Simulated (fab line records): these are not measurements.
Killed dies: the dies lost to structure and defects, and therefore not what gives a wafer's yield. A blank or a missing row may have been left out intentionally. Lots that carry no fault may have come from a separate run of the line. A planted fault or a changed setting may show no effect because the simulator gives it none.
What tool caused it? + flow nand_harc + 13 lots with 39 wafers sampled at 5 steps, on a route of 1302 steps

WHAT THE GAUGES READ, wafer by wafer
NHARC_THIN_TSV_CD_MEAS_37. Usual: 4999 nm for cd_nm, sd 4.
| lot  | measured     | on        | cd_nm (nm)     | flag |
|------|--------------|-----------|----------------|------|
| L511 | day 24 14:44 | cd_sem-02 | 5005 5003 4997 |      |
| L514 | day 25 04:17 | cd_sem-02 | 4997 5003 4997 |      |
| L513 | day 25 05:09 | cd_sem-01 | 4997 5002 4994 |      |
| L517 | day 26 23:26 | cd_sem-01 | 4996 5001 4993 |      |
| L519 | day 27 15:22 | cd_sem-02 | 4999 5002 5003 |      |
| L518 | day 27 16:56 | cd_sem-02 | 4997 5002 5002 |      |
| L521 | day 27 19:04 | cd_sem-02 | 4998 4996 5000 |      |
| L523 | day 28 15:38 | cd_sem-01 | 5001 5006 5004 |      |
| L522 | day 28 17:07 | cd_sem-01 | 4998 5002 5002 |      |
| L524 | day 29 03:31 | cd_sem-02 | 5011 5001 5001 |      |
| L532 | day 32 21:39 | cd_sem-02 | 4998 4999 4997 |      |
| L533 | day 33 05:34 | cd_sem-03 | 4998 5001 4998 |      |
| L534 | day 34 02:50 | cd_sem-03 | 4995 4994 5001 |      |

NHARC_END_SORT_01. Usual: defect_limited_yield 91.4 %, standard deviation 2.4; killed_at_array 54, standard deviation 17; killed_at_other 0.7, standard deviation 1; killed_at_periphery 3.7, standard deviation 2.9; killed_dies 58, standard deviation 16; killed_open 3.2, standard deviation 1.9; killed_short 2.2, standard deviation 1.5; sort_bin_2_pct 3.1 %, standard deviation 1.1; sort_bin_3_pct 0.6 %, standard deviation 0.33; sort_bin_4_pct 4.9 %, standard deviation 1.4; sort_n_pass 619, standard deviation 16; sort_rim_yield_pct 94 %, standard deviation 3.8; sort_yield_pct 91.4 %, standard deviation 2.4.
| lot  | measured     | on        | defect_limited_yield (%) | killed_at_array | killed_at_other | killed_at_periphery | killed_dies | killed_open | killed_short | sort_bin_2_pct (%) | sort_bin_3_pct (%) | sort_bin_4_pct (%) | sort_n_pass | sort_rim_yield_pct (%) | sort_yield_pct (%) | flag |
|------|--------------|-----------|--------------------------|-----------------|-----------------|---------------------|-------------|-------------|--------------|--------------------|--------------------|--------------------|-------------|------------------------|--------------------|------|
| L511 | day 24 21:08 | prober-02 | 86.7 87.9 86.6           | 88 79 90        | 0 0 0           | 2 3 1               | 90 82 91    | 5 1 3       | 3 3 1        | 5.3 4.9 4.1        | 0.9 0.9 0.6        | 7.1 6.4 8.7        | 587 595 586 | 98 90 96               | 86.7 87.9 86.6     |      |
| L514 | day 25 11:56 | prober-02 | 86.1 85.8 88.0           | 91 89 78        | 1 0 0           | 2 7 3               | 94 96 81    | 0 6 3       | 3 2 3        | 5.6 5.8 3.7        | 0.7 1.2 0.7        | 7.5 7.2 7.5        | 583 581 596 | 92 95 89               | 86.1 85.8 88.0     |      |
| L513 | day 25 12:46 | prober-01 | 92.8 91.4 91.1           | 49 53 55        | 0 1 1           | 0 4 4               | 49 58 60    | 2 2 5       | 3 1 0        | 2.2 2.4 3.2        | 0.9 0.7 0.9        | 4.1 5.5 4.7        | 628 619 617 | 93 98 93               | 92.8 91.4 91.1     |      |
| L517 | day 27 07:11 | prober-01 | 91.6 91.7 91.4           | 52 54 55        | 2 1 0           | 3 1 3               | 57 56 58    | 2 2 3       | 2 2 2        | 2.4 3.1 3.2        | 0.7 0.1 0.7        | 5.3 5.0 4.6        | 620 621 619 | 97 93 97               | 91.6 91.7 91.4     |      |
| L519 | day 27 22:20 | prober-01 | 90.0 91.7 90.8           | 63 55 57        | 0 0 1           | 5 1 4               | 68 56 62    | 5 4 2       | 3 1 2        | 3.5 2.5 4.3        | 0.3 0.1 0.3        | 6.2 5.6 4.6        | 609 621 615 | 98 92 91               | 90.0 91.7 90.8     |      |
| L518 | day 28 06:05 | prober-01 | 92.2 92.6 92.3           | 52 49 50        | 0 0 1           | 1 1 1               | 53 50 52    | 3 2 5       | 3 3 3        | 2.7 2.5 3.1        | 0.7 0.6 0.7        | 4.4 4.3 3.8        | 624 627 625 | 99 98 97               | 92.2 92.6 92.3     |      |
| L521 | day 28 06:55 | prober-02 | 90.8 90.0 89.7           | 61 65 70        | 1 0 0           | 0 3 0               | 62 68 70    | 4 4 4       | 1 4 2        | 3.7 3.5 3.2        | 0.4 0.3 0.4        | 5.0 6.2 6.6        | 615 609 607 | 99 94 92               | 90.8 90.0 89.7     |      |
| L523 | day 28 23:13 | prober-02 | 95.9 94.8 0              | 24 26 18        | 1 5 654         | 3 4 5               | 28 35 677   | 1 2 4       | 5 1 3        | 1.3 1.2 1.5        | 0.6 0.4 96.6       | 2.2 3.5 1.9        | 649 642 0   | 92 95 0                | 95.9 94.8 0        | OFF  |
| L522 | day 28 23:13 | prober-01 | 92.0 92.6 0              | 51 45 43        | 0 0 628         | 3 5 6               | 54 50 677   | 7 0 1       | 1 2 3        | 1.9 3.5 2.2        | 0.6 0.7 93.4       | 5.5 3.1 4.4        | 623 627 0   | 98 99 0                | 92.0 92.6 0        | OFF  |
| L524 | day 29 11:16 | prober-01 | 91.1 91.9 92.2           | 49 42 45        | 0 0 0           | 11 13 8             | 60 55 53    | 1 3 3       | 4 2 4        | 3.8 2.8 2.5        | 0.3 0.9 0.3        | 4.7 4.4 5.0        | 617 622 624 | 93 95 95               | 91.1 91.9 92.2     |      |
| L532 | day 33 06:00 | prober-01 | 91.6 93.8 93.8           | 54 37 40        | 2 0 1           | 1 5 1               | 57 42 42    | 3 7 4       | 4 3 1        | 3.1 2.4 2.2        | 0.1 0.4 0.4        | 5.2 3.4 3.5        | 620 635 635 | 97 92 97               | 91.6 93.8 93.8     |      |
| L533 | day 33 13:12 | prober-02 | 91.6 95.3 90.8           | 51 28 54        | 2 0 3           | 4 4 5               | 57 32 62    | 2 3 3       | 4 1 3        | 3.4 1.9 3.0        | 0.9 0.7 0.9        | 4.1 2.1 5.3        | 620 645 615 | 98 88 97               | 91.6 95.3 90.8     |      |
| L534 | day 34 14:29 | prober-01 | 90.5 89.8 93.4           | 61 66 36        | 0 1 2           | 3 2 7               | 64 69 45    | 4 7 8       | 3 4 2        | 3.2 3.7 2.7        | 0.9 0.7 0.6        | 5.3 5.8 3.4        | 613 608 632 | 89 88 89               | 90.5 89.8 93.4     |      |

WHAT TOOL EACH LOT RAN ON (gives the tool, then ch and the chambers of the sampled wafers, and finally the start)
| lot  | NHARC_THIN_TSV_ETCHBACK_48         | NHARC_THIN_TSV_ANNEAL_52         | NHARC_THIN_TSV_PVD_24        |
|------|------------------------------------|----------------------------------|------------------------------|
| L511 | rie_diel-11 ch 1,2, day 24 09:38   | rtp_anneal-01 ch 0, day 24 11:21 | pvd_sputter-02, day 24 12:27 |
| L514 | rie_diel-06 ch 1,2,3, day 24 22:47 | rtp_anneal-01 ch 0, day 25 00:54 | pvd_sputter-01, day 25 02:00 |
| L513 | rie_diel-11 ch 0,2, day 24 23:55   | rtp_anneal-01 ch 0, day 25 01:49 | pvd_sputter-03, day 25 02:52 |
| L517 | rie_diel-06 ch 0,1,2, day 26 18:23 | rtp_anneal-02 ch 0, day 26 20:03 | pvd_sputter-01, day 26 21:09 |
| L519 | rie_diel-06 ch 0,1,3, day 27 10:16 | rtp_anneal-01 ch 0, day 27 12:01 | pvd_sputter-03, day 27 13:10 |
| L518 | rie_diel-06 ch 0,1, day 27 11:47   | rtp_anneal-02 ch 0, day 27 13:35 | pvd_sputter-03, day 27 14:38 |
| L521 | rie_diel-11 ch 1,2, day 27 14:04   | rtp_anneal-02 ch 0, day 27 15:53 | pvd_sputter-01, day 27 16:53 |
| L523 | rie_diel-11 ch 0,1, day 28 10:40   | rtp_anneal-02 ch 0, day 28 12:22 | pvd_sputter-01, day 28 13:32 |
| L522 | rie_diel-06 ch 0,1,2, day 28 12:14 | rtp_anneal-01 ch 0, day 28 13:52 | pvd_sputter-01, day 28 14:58 |
| L524 | rie_diel-02 ch 0,1,3, day 28 22:26 | rtp_anneal-02 ch 0, day 29 00:07 | pvd_sputter-03, day 29 01:20 |
| L532 | rie_diel-11 ch 0,1,3, day 32 16:37 | rtp_anneal-02 ch 0, day 32 18:21 | pvd_sputter-03, day 32 19:28 |
| L533 | rie_diel-11 ch 0,2,3, day 33 00:28 | rtp_anneal-02 ch 0, day 33 02:11 | pvd_sputter-01, day 33 03:20 |
| L534 | rie_diel-02 ch 0,1,2, day 33 21:51 | rtp_anneal-02 ch 0, day 33 23:37 | pvd_sputter-01, day 34 00:43 |
- NHARC_THIN_TSV_ETCHBACK_48: etches the open film in C4F8/Ar, target depth 1028.5 nm, time 405.17 s.
- NHARC_THIN_TSV_ANNEAL_52: time 90 s.
- NHARC_THIN_TSV_PVD_24: deposits Al, target thk 800 nm.

AS READ BY THE TOOLS THEMSELVES (means over the sampled wafers that have a number; for cases with no such wafer, the mark the record gives instead)
NHARC_THIN_TSV_ETCHBACK_48. Usual: oes_product_au 0.935 a.u., standard deviation 0.029; rf_vpp_V 547 V, standard deviation 3.4.
| lot  | tool        | oes_product_au (a.u.) | rf_vpp_V (V) | flag |
|------|-------------|-----------------------|--------------|------|
| L511 | rie_diel-11 | 0.915                 | 545          |      |
| L514 | rie_diel-06 | 0.928                 | 545          |      |
| L513 | rie_diel-11 | 0.928                 | 549          |      |
| L517 | rie_diel-06 | 0.909                 | 547          |      |
| L519 | rie_diel-06 | 0.910                 | 546          |      |
| L518 | rie_diel-06 | 0.914                 | 547          |      |
| L521 | rie_diel-11 | 0.964                 | 545          |      |
| L523 | rie_diel-11 | 0.959                 | 548          |      |
| L522 | rie_diel-06 | 0.916                 | 547          |      |
| L524 | rie_diel-02 | 0.949                 | 542          |      |
| L532 | rie_diel-11 | 0.925                 | 549          |      |
| L533 | rie_diel-11 | 0.928                 | 549          |      |
| L534 | rie_diel-02 | 0.925                 | 545          |      |

NHARC_THIN_TSV_ANNEAL_52. Usual: 225.70 for wafer_temp_C_max, sd 0.24.
| lot  | tool          | wafer_temp_C_max | flag |
|------|---------------|------------------|------|
| L511 | rtp_anneal-01 | 225.60           |      |
| L514 | rtp_anneal-01 | 225.82           |      |
| L513 | rtp_anneal-01 | 225.55           |      |
| L517 | rtp_anneal-02 | 225.69           |      |
| L519 | rtp_anneal-01 | 225.47           |      |
| L518 | rtp_anneal-02 | 225.71           |      |
| L521 | rtp_anneal-02 | 225.79           |      |
| L523 | rtp_anneal-02 | 225.84           |      |
| L522 | rtp_anneal-01 | 225.38           |      |
| L524 | rtp_anneal-02 | 225.65           |      |
| L532 | rtp_anneal-02 | 226.02           |      |
| L533 | rtp_anneal-02 | 225.72           |      |
| L534 | rtp_anneal-02 | 225.96           |      |

THE ANSWER, worked out from the rows above alone
Rule: lot off if the mean of its wafers having a number is beyond 3 standard deviations from the usual mean. A lot without any number at a reading at which 4 lots or more have one is off too. Where the step has rows for the other lots, those lots are counted as sound. First the gauges in route order, then the tools' own readings, where a lot's mean is used as printed above. The first step at which some lot is off is used, and at that step the reading that is off furthest; a lot without a number counts as furthest.
Off: L523, L522 (NHARC_END_SORT_01, killed_at_other).
If a tool, at a process step before that reading, ran all the lots that are off and no sound lot after the first of them, it fits. Gauges at NHARC_END_SORT_01: tried the same way as those tools. Not one of the candidates tried fits.

WHAT THE SIMULATOR HAD INSERTED
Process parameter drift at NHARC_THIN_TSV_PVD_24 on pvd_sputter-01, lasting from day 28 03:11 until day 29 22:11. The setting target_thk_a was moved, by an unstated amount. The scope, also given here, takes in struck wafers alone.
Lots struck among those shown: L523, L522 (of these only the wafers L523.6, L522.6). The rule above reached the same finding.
